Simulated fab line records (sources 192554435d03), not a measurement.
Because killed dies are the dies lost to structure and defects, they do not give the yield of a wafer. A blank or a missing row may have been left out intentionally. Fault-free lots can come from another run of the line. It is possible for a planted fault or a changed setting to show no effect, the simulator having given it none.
Split-lot study	flow n5_finfet	39 wafers read from 7 lots, route of 1938 steps

== ON THE SPLIT ==
At N5_PMOS_HMC_CHANNEL_EPI_EPI_20 (deposits SiGe30, target thk 59 nm), the setting temp_c was moved away from the recipe's 600 C on 18 of the 39 wafers read, by -1.0% to +1.0%. For the rest of the wafers, this setting stayed at what the recipe calls for.

The reading is taken at the split's own step.

== THE READING ==
SiGe30_of_PMOS_HMC_CHANNEL_EPI_EPI_20.thk_nm (the simulator's own value, which no gauge read), in nm, at N5_PMOS_HMC_CHANNEL_EPI_EPI_20 (deposits SiGe30, target thk 59 nm). The file gives no usual value for it. Here, 21 wafers ran the recipe; their average is 58.75 nm with a standard deviation of 0.64 nm.

wafer	tool, chamber at the split	temp_c as run, C	against the recipe	SiGe30_of_PMOS_HMC_CHANNEL_EPI_EPI_20.thk_nm, nm	against lot-mates on the recipe
L075.1	epi_rpcvd-02, 0	600	recipe	58.53	-
L075.2	epi_rpcvd-02, 0	600	recipe	58.47	-
L075.3	epi_rpcvd-02, 0	594.7	-0.9%	52.69	-5.66
L075.4	epi_rpcvd-02, 0	594.7	-0.9%	52.58	-5.77
L075.5	epi_rpcvd-02, 0	594.7	-0.9%	52.52	-5.83
L075.6	epi_rpcvd-02, 0	600	recipe	58.04	-
L077.1	epi_rpcvd-02, 0	594.3	-1.0%	52.26	-6.04
L077.2	epi_rpcvd-02, 0	594.3	-1.0%	53.73	-4.57
L077.3	epi_rpcvd-02, 0	594.3	-1.0%	52.76	-5.54
L077.4	epi_rpcvd-02, 0	600	recipe	58.77	-
L077.5	epi_rpcvd-02, 0	600	recipe	57.74	-
L077.6	epi_rpcvd-02, 0	600	recipe	58.38	-
L078.1	epi_rpcvd-04, 0	600	recipe	58.4	-
L078.2	epi_rpcvd-04, 0	600	recipe	59.28	-
L078.6	epi_rpcvd-04, 0	600	recipe	58.24	-
L086.1	epi_rpcvd-01, 0	600	recipe	58.42	-
L086.2	epi_rpcvd-01, 0	606.1	+1.0%	66.26	+7.64
L086.3	epi_rpcvd-01, 0	600	recipe	58.5	-
L086.4	epi_rpcvd-01, 0	606.1	+1.0%	65.34	+6.72
L086.5	epi_rpcvd-01, 0	606.1	+1.0%	65.93	+7.31
L086.6	epi_rpcvd-01, 0	600	recipe	58.95	-
L088.1	epi_rpcvd-04, 0	600	recipe	59.04	-
L088.2	epi_rpcvd-04, 0	600	recipe	58.28	-
L088.3	epi_rpcvd-04, 0	595.9	-0.7%	53.59	-5.04
L088.4	epi_rpcvd-04, 0	595.9	-0.7%	54.31	-4.32
L088.5	epi_rpcvd-04, 0	595.9	-0.7%	54.47	-4.16
L088.6	epi_rpcvd-04, 0	600	recipe	58.57	-
L091.1	epi_rpcvd-04, 0	600	recipe	58.8	-
L091.2	epi_rpcvd-04, 0	602	+0.3%	60.12	+1.36
L091.3	epi_rpcvd-04, 0	600	recipe	58.55	-
L091.4	epi_rpcvd-04, 0	600	recipe	58.93	-
L091.5	epi_rpcvd-04, 0	602	+0.3%	60.01	+1.25
L091.6	epi_rpcvd-04, 0	602	+0.3%	60.64	+1.88
L095.1	epi_rpcvd-02, 0	600	recipe	59.11	-
L095.2	epi_rpcvd-02, 0	600	recipe	60.48	-
L095.3	epi_rpcvd-02, 0	603.1	+0.5%	63.37	+3.41
L095.4	epi_rpcvd-02, 0	603.1	+0.5%	63.33	+3.37
L095.5	epi_rpcvd-02, 0	600	recipe	60.29	-
L095.6	epi_rpcvd-02, 0	603.1	+0.5%	63.31	+3.35

FIT RESULTS
A straight line over all 39 wafers: SiGe30_of_PMOS_HMC_CHANNEL_EPI_EPI_20.thk_nm changes by +6.82 nm for each +1% of temp_c; r = +0.98; the points scatter about the line by 0.68 nm.
The same after taking each lot's own level away (the mean of its wafers on the recipe; 39 wafers): +6.43 nm for each +1%; r = +0.99; scatter 0.5 nm.
On that fit, the largest move of temp_c shifts the reading by 6.5 nm.
The span of the lots' own levels, 58.297 to 59.960 nm, comes to 2.6 times the standard deviation stated above.
The two slopes are in agreement: the lot-to-lot level therefore moves the slope only a little.
Check: +6.42 nm against its lot-mates is what the line predicts for one of the wafers moved furthest among these (+1.0%) when that wafer is left out of the fit. Against them it came out at +7.64 nm.

== FILE'S OWN FIT ==
SiGe30_of_PMOS_HMC_CHANNEL_EPI_EPI_20.thk_nm changes by +6.42 nm for each +1% of temp_c, r = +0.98.
